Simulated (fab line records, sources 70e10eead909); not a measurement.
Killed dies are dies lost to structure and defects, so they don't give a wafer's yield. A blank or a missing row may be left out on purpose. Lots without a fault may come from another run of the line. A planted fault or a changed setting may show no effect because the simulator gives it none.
Problem report in the 8D (eight disciplines) form, filled by code | flow nand_harc | the parts of the form that need people (team, actions taken, sign-off) are left out

1. THE PROBLEM
run_length_s at NHARC_A_STAIRCASE_ETCH_170 reads a mean of 130.3 s on 2 wafers of 2 lots; wafers without a fault read 87.9 s with a standard deviation of 0.38. That is +99 or more standard deviations from the usual mean.
The step: etches the open film in C4F6/O2, target depth 200 nm, time 66.667 s.
First seen on wafer L689.4, day 20 07:50, on rie_diel-02. The record holds 36 wafers of 12 lots with a number at this step. Rule for "out", or "out of limits": more than 4 standard deviations from the usual mean. The other wafers with a number count as sound.

2. WHAT IT IS AND WHAT IT IS NOT
question                    | is                | is not
which readings at this step | run_length_s      | drypump_motor_current_A, mfc_ar_sccm, oes_product_au, rf_vpp_V, showerhead_plenum_p_Torr, throttle_valve_pct
which lots                  | L688, L689        | L677, L679, L680, L684, L685, L686, L687, L698, L699, L700
which wafers of those lots  | L688.4, L689.4    | L688.1, L688.6, L689.3, L689.6
read on which tools         | rie_diel-02       | rie_diel-03, rie_diel-08
when                        | from day 20 07:50 | up to then (23 sound wafers); but 11 sound wafers of L688, L698, L699, L700 came after

3. SUSPECTS, AND WHAT RULES EACH OUT
Counting: a tool at a process step up to the reading stays a suspect if it ran every lot that is out. Sound lots after the first of them don't rule it out here, since some wafers of a struck lot are sound.
- rie_diel-02 at NHARC_A_STAIRCASE_ETCH_170 (etches the open film in C4F6/O2, target depth 200 nm, time 66.667 s): kept. It ran every lot that is out, first L689 (day 20 07:50); its last sound lot up to then is L687 (day 20 04:23). Its own readings are out on those wafers: run_length_s.
Left after counting: rie_diel-02 at NHARC_A_STAIRCASE_ETCH_170.

4. THE CAUSE (what the simulator had put in)
Process parameter drift: rie_diel-02, from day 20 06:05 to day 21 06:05, at NHARC_A_STAIRCASE_ETCH_170. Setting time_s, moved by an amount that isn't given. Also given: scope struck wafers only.
Counting left only this tool.

5. THE CHAIN OF EFFECTS, in route order
Each row: a reading whose mean over the struck wafers that have a number lies more than 3 standard deviations from the usual. Only readings for which the record gives a usual standard deviation are gone through. hours: the time from each lot's start at the first step in this table that gives one to its start at this step, as a median over the lots. sigmas: the change in usual standard deviations.
hours | step                       | reading      | usual  | on struck wafers | change | sigmas
0     | NHARC_A_STAIRCASE_ETCH_170 | run_length_s | 87.9 s | 130.3            | +42.4  | +99 or more
The process steps in it:
- NHARC_A_STAIRCASE_ETCH_170: etches the open film in C4F6/O2, target depth 200 nm, time 66.667 s.

6. WHAT WOULD HAVE CAUGHT IT SOONER
In this record the first reading out of limits was taken at day 20 07:50, 2 hours after the fault began at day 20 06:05.
